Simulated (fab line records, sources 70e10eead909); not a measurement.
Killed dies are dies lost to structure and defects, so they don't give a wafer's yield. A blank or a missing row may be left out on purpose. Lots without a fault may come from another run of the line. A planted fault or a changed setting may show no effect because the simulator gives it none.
Tool commonality check | flow nand_harc | 11 lots, 33 wafers sampled

WHY IT WAS OPENED
At NHARC_END_SORT_01 the reading killed_at_periphery is flagged on 1 of 11 lots. Wafers without a fault read 3.7, standard deviation 2.9.
Rule: a lot is flagged when every wafer of it that has a number lies more than 4 standard deviations from that mean, or none has a number. The other lots count as sound.

lot  | measured     | on        | killed_at_periphery, wafer by wafer | flag
L399 | day 24 19:16 | prober-01 | 8 3 4                               |
L402 | day 25 09:26 | prober-01 | 2 1 2                               |
L400 | day 25 18:50 | prober-01 | 1 4 2                               |
L403 | day 26 06:08 | prober-02 | 4 1 3                               |
L404 | day 26 06:56 | prober-01 | 2 3 1                               |
L405 | day 27 13:31 | prober-02 | 3 2 1                               |
L408 | day 28 12:04 | prober-02 | 1 1 1                               |
L409 | day 29 11:43 | prober-01 | 0 5 3                               |
L411 | day 30 21:21 | prober-01 | 609 630 615                         | FLAGGED
L421 | day 34 04:38 | prober-02 | 1 4 1                               |
L420 | day 34 23:04 | prober-01 | 2 1 0                               |
The numbers of the flagged lots are 618.0 on average: +614.3 against the usual, or +99 or more standard deviations.

WHICH TOOL RAN EACH LOT
The record holds 3 process steps before the reading, out of a route of 1302 steps. In each cell: the tool, then ch and the chambers that the sampled wafers went through, then the start.
lot  | flag    | NHARC_P_ZERO_WELL_DESCUM_13       | NHARC_P_ZERO_WELL_ETCH_62                     | NHARC_P_ZERO_WELL_EXPOSE_21
L399 |         | rie_diel-06 ch 0,2,3, day 2 07:28 | rie_diel-06 ch 1,3, day 2 08:41 or earlier    | krf_scanner-03 ch 0, day 2 08:41
L402 |         | rie_diel-13 ch 0,1,2, day 3 13:17 | rie_diel-13 ch 1,2,3, day 3 14:21 or earlier  | krf_scanner-01 ch 0, day 3 14:21
L400 |         | rie_diel-13 ch 1,2,3, day 2 17:26 | rie_diel-13 ch 1,3, day 2 18:28 or earlier    | krf_scanner-01 ch 0, day 2 18:28
L403 |         | rie_diel-09 ch 1,2,3, day 3 23:28 | rie_diel-09 ch 1,2,3, day 4 00:35 or earlier  | krf_scanner-03 ch 0, day 4 00:35
L404 |         | rie_diel-06 ch 2,3, day 4 09:22   | rie_diel-06 ch 0,1,3, day 4 10:26 or earlier  | krf_scanner-01 ch 0, day 4 10:26
L405 |         | rie_diel-13 ch 0,2, day 4 19:36   | rie_diel-13 ch 0,2,3, day 4 20:39 or earlier  | krf_scanner-01 ch 0, day 4 20:39
L408 |         | rie_diel-06 ch 1,3, day 6 01:26   | rie_diel-06 ch 0,1, day 6 02:34 or earlier    | krf_scanner-03 ch 0, day 6 02:34
L409 |         | rie_diel-09 ch 2,3, day 6 11:29   | rie_diel-09 ch 0,2,3, day 6 12:34 or earlier  | krf_scanner-04 ch 0, day 6 12:34
L411 | FLAGGED | rie_diel-06 ch 1,2,3, day 7 07:41 | rie_diel-06 ch 0,1,3, day 7 08:55 or earlier  | krf_scanner-01 ch 0, day 7 08:55
L421 |         | rie_diel-13 ch 1,3, day 11 11:23  | rie_diel-13 ch 1,2,3, day 11 12:18 or earlier | krf_scanner-04 ch 0, day 11 12:18
L420 |         | rie_diel-13 ch 1,2, day 11 01:17  | rie_diel-13 ch 1,3, day 11 02:19 or earlier   | krf_scanner-04 ch 0, day 11 02:19
What these steps do:
- NHARC_P_ZERO_WELL_DESCUM_13: chemistry O2, time 3 s.
- NHARC_P_ZERO_WELL_ETCH_62: etches the open film in CHF3/Ar, target depth 13 nm, time 6.5 s.
- NHARC_P_ZERO_WELL_EXPOSE_21: exposes mask P NWELL, target cd 720 nm.
- NHARC_END_SORT_01

FLAGGED OVER TOTAL, TOOL BY TOOL (the gauges that took the reading come last)
step                        | tool           | lots run | flagged | share of the flagged lots | sound lots run after its first flagged lot
NHARC_P_ZERO_WELL_DESCUM_13 | rie_diel-06    | 4        | 1       | all                       | 0
NHARC_P_ZERO_WELL_DESCUM_13 | rie_diel-09    | 2        | 0       | none                      | -
NHARC_P_ZERO_WELL_DESCUM_13 | rie_diel-13    | 5        | 0       | none                      | -
NHARC_P_ZERO_WELL_ETCH_62   | rie_diel-06    | 4        | 1       | all                       | 0
NHARC_P_ZERO_WELL_ETCH_62   | rie_diel-09    | 2        | 0       | none                      | -
NHARC_P_ZERO_WELL_ETCH_62   | rie_diel-13    | 5        | 0       | none                      | -
NHARC_P_ZERO_WELL_EXPOSE_21 | krf_scanner-01 | 5        | 1       | all                       | 0
NHARC_P_ZERO_WELL_EXPOSE_21 | krf_scanner-03 | 3        | 0       | none                      | -
NHARC_P_ZERO_WELL_EXPOSE_21 | krf_scanner-04 | 3        | 0       | none                      | -
NHARC_END_SORT_01           | prober-01      | 7        | 1       | all                       | 1 (L420)
NHARC_END_SORT_01           | prober-02      | 4        | 0       | none                      | -
NHARC_P_ZERO_WELL_ETCH_62 gives no start for some lots, so the hours and the order of its lots are those of NHARC_P_ZERO_WELL_EXPOSE_21.

WHAT THE TABLE ALLOWS
4 rows of the table ran every flagged lot: rie_diel-06 at NHARC_P_ZERO_WELL_DESCUM_13, rie_diel-06 at NHARC_P_ZERO_WELL_ETCH_62, krf_scanner-01 at NHARC_P_ZERO_WELL_EXPOSE_21, prober-01 at NHARC_END_SORT_01.
- rie_diel-06 at NHARC_P_ZERO_WELL_DESCUM_13: 1 of its 4 lots flagged. Its last sound lot is L408 (day 6 01:26), its first flagged lot L411 (day 7 07:41): a fault that began between those two fits.
- rie_diel-06 at NHARC_P_ZERO_WELL_ETCH_62: 1 of its 4 lots flagged. Its last sound lot is L408 (day 6 02:34), its first flagged lot L411 (day 7 08:55): a fault that began between those two fits.
- krf_scanner-01 at NHARC_P_ZERO_WELL_EXPOSE_21: 1 of its 5 lots flagged. Its last sound lot is L405 (day 4 20:39), its first flagged lot L411 (day 7 08:55): a fault that began between those two fits.
- prober-01 at NHARC_END_SORT_01: 1 of its 7 lots flagged. Sound lots ran on it after the first flagged one (L420), which a lasting fault on the whole tool wouldn't allow.
Counting lots can't tell these 2 tools apart, because each fits a fault that began at some hour. More lots, or a look at what each step does to the wafer, might.

WHAT THE SIMULATOR HAD PUT IN
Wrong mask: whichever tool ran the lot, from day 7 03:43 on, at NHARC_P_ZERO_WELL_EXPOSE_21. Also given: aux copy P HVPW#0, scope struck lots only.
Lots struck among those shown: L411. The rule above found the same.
